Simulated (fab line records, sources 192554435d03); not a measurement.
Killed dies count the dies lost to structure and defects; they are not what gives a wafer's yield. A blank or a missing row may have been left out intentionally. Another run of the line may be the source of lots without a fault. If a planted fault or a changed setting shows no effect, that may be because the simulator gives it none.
A struck lot beside a sound one	flow n5-finfet	15 out of 1938 route steps
Sound: wafers L278.1, L278.3, L278.6. Struck: wafer L269.1; the same lot's L269.2 was not struck, so it is left out; see the end for the cause.
Order at every step that has rows: each side's tool, ch and its chambers, its first start. Under that, the readings that differ: sound wafers	struck wafers	difference of the means	sigmas: that difference in standard deviations of wafers without a fault.
alike: readings whose means differ by less than 2 such deviations, and words and numbers that are the same on both sides. not compared: withheld readings, readings that some wafer has no value for, bounds like >300 that may hide the same value, and numbers for which the record gives no deviation and whose values overlap.
A row with sigmas, a row that says differs or no value, or rows on one side alone: a step with any of these is where the two part. Numbers that don't overlap but have no deviation are shown without sigmas and don't part them. A reading that every wafer of one side lacks parts them only if that side has two wafers or more.

first, 2 steps without rows for these wafers: N5_BEOL_M14_PRECLEAN_39 (cleans in residue remover, time 60 s); N5_BEOL_M14_SRD_40 (time 30 s, dry time 30 s).
N5_BEOL_M14_DEGAS_41: time 60 s.
  struck on pvd-sputter-02, day 13 14:14; sound on pvd-sputter-01, day 15 22:37
  alike: heater-power-w
then, 1 step without rows for these wafers: N5_BEOL_M14_PRE_CLEAN_42 (time 30 s).
N5_BEOL_M14_SPUTTER_43: material TaN, target thk 15 nm, time 24.19 s.
  struck on pvd-sputter-02, day 13 14:19; sound on pvd-sputter-01, day 15 22:41
  alike: throttle-valve-pct
N5_BEOL_M14_SPUTTER_44: material Ta, target thk 15 nm, time 24.19 s.
  struck on pvd-sputter-02, day 13 14:24; sound on pvd-sputter-01, day 15 22:46
  alike: throttle-valve-pct
N5_BEOL_M14_SPUTTER_45: material Cu, target thk 100 nm, time 16.67 s.
  struck on pvd-sputter-02, day 13 14:29; sound on pvd-sputter-01, day 15 22:51
  alike: throttle-valve-pct
then, 1 step without rows for these wafers: N5_BEOL_M14_ECD_47 (material Cu, target thk 1248 nm).
N5_BEOL_M14_ANNEAL_48: time 90 s.
  sound on rtp-anneal-02 ch 0, day 15 23:10; struck on rtp-anneal-01 ch 0, day 13 14:47
  alike: wafer_temp_C_max
then, 1 step without rows for these wafers: N5_BEOL_M14_CMP_49 (polishes, stops on SiO2, t overpolish 5.2 s, target thk 560 nm).
N5_BEOL_M14_THK_MEAS_50: measures by xrf.
  struck on film-metro-01, day 13 15:22; sound on film-metro-02, day 15 23:45
  alike: M14_THK
then, 1 step without rows for these wafers: N5_BEOL_M14_PRE_CLEAN_52 (time 15 s).
N5_BEOL_M14_DEP_53: deposits SiCN from 3MS/NH3, target thk 50 nm, time 17.8 s.
  sound on pecvd-02 ch 0,1, day 15 23:49; struck on pecvd-02 ch 2, day 13 15:26
reading	sound	struck	difference	sigmas
model.SiCN_of_BEOL_M14_DEP_53.thk-nm (nm)	49.4 49.6 50.2	47.2	-2.5	
  alike: showerhead-plenum-p-Torr, showerhead-vpp-V, throttle-valve-pct
N5_BEOL_M14_RS_MEAS_54: measurement is done with a four-point probe.
  struck on film-metro-01, day 13 15:30; sound on film-metro-02, day 15 23:53
  alike: M14_RS
next, for these wafers, 1 step has no rows: N5_PASSIVATION_PROBE_49.

## WHERE THEY PART
Nowhere in this record.

WHY: the cause the simulator had injected
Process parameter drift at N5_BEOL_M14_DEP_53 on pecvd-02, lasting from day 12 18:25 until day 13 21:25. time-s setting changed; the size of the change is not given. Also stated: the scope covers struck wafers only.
